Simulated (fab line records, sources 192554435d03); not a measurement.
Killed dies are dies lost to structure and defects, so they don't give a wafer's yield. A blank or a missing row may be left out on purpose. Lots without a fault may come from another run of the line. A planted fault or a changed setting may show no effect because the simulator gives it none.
Split-lot experiment | flow n5_finfet | 7 lots, 21 wafers read, on a route of 1938 steps

THE SPLIT
At N5_MIM_BOT_LITHO_EXPOSE_05 (exposes mask MIM BOT), the setting dose_mj was moved away from the recipe's 24.25 on 3 of the 21 wafers read, by -5.6% to +7.3%. The other wafers ran this setting at the recipe's value.

FROM THE SPLIT TO THE READING: what the file shows between them, 3 steps
- N5_MIM_BOT_LITHO_PEB_06
- N5_MIM_BOT_LITHO_DEVELOP_07: develop time 60 s
- N5_MIM_BOT_LITHO_HARDBAKE_09: time 120 s

THE READING
cd_nm, in nm, at N5_MIM_BOT_LITHO_CD_MEAS_08 (target cd 3000 nm). Fault-free wafers of this fab line usually give 3000.5 nm, standard deviation 1.8 nm.

wafer  | tool, chamber at the split | dose_mj as run | against the recipe | cd_nm, nm | against lot-mates on the recipe
L078.1 | krf_scanner-01, 0          | 24.25          | recipe             | 3001.0    | -
L078.3 | krf_scanner-01, 0          | 24.25          | recipe             | 3002.2    | -
L078.4 | krf_scanner-01, 0          | 24.25          | recipe             | 3001.0    | -
L081.3 | krf_scanner-01, 0          | 24.25          | recipe             | 2996.9    | -
L081.4 | krf_scanner-01, 0          | 24.25          | recipe             | 3001.8    | -
L081.6 | krf_scanner-01, 0          | 24.25          | recipe             | 2999.9    | -
L083.2 | krf_scanner-01, 0          | 24.25          | recipe             | 2997.8    | -
L083.3 | krf_scanner-01, 0          | 24.25          | recipe             | 2999.0    | -
L083.4 | krf_scanner-01, 0          | 24.25          | recipe             | 2998.6    | -
L084.1 | krf_scanner-01, 0          | 24.25          | recipe             | 3002.2    | -
L084.4 | krf_scanner-01, 0          | 24.25          | recipe             | 3000.7    | -
L084.5 | krf_scanner-01, 0          | 22.9           | -5.6%              | 2987.3    | -14.1
L085.2 | krf_scanner-01, 0          | 24.25          | recipe             | 3002.7    | -
L085.4 | krf_scanner-01, 0          | 24.25          | recipe             | 3002.1    | -
L085.5 | krf_scanner-01, 0          | 24.25          | recipe             | 2999.8    | -
L095.1 | krf_scanner-02, 0          | 24.25          | recipe             | 2999.2    | -
L095.4 | krf_scanner-02, 0          | 23.78          | -1.9%              | 2997.1    | -3.1
L095.6 | krf_scanner-02, 0          | 24.25          | recipe             | 3001.2    | -
L097.1 | krf_scanner-02, 0          | 24.25          | recipe             | 2999.6    | -
L097.2 | krf_scanner-02, 0          | 26.01          | +7.3%              | 3011.9    | +13.5
L097.4 | krf_scanner-02, 0          | 24.25          | recipe             | 2997.3    | -

THE FIT
A straight line over all 21 wafers: cd_nm changes by +1.86 nm for each +1% of dose_mj; r = +0.91; the points scatter about the line by 1.8 nm.
The same after taking each lot's own level away (the mean of its wafers on the recipe; 21 wafers): +2.09 nm for each +1%; r = +0.96; scatter 1.3 nm.
On that fit, the largest move of dose_mj shifts the reading by 15 nm.
The lots' own levels span 2998.45 to 3001.53 nm, that is 1.7 times the standard deviation above.
So the lot-to-lot level changes the slope: the two fits differ.
Check: with one of the wafers moved furthest among these (+7.3%) left out of the fit, the line predicts +17.9 nm for it against its lot-mates. It came out at +13.5 nm against them.

OTHER SPLITS ON THESE WAFERS
These wafers also went through other splits before the reading. Each is held against what the fit with the lots' levels taken away leaves over:
other split on the same wafers    | wafers away from the commonest value | r with cd_nm (lot level and that fit taken away)
N5_BEOL_M13_EXPOSE_25 dose_mj     | 6                                    | +0.07
N5_BEOL_M13_TRENCH_ETCH_34 time_s | 6                                    | +0.35
N5_BEOL_M15_SPUTTER_44 time_s     | 7                                    | -0.20

THE FILE'S OWN FIT
cd_nm changes by +2.08 nm for each +1% of dose_mj, r = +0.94.
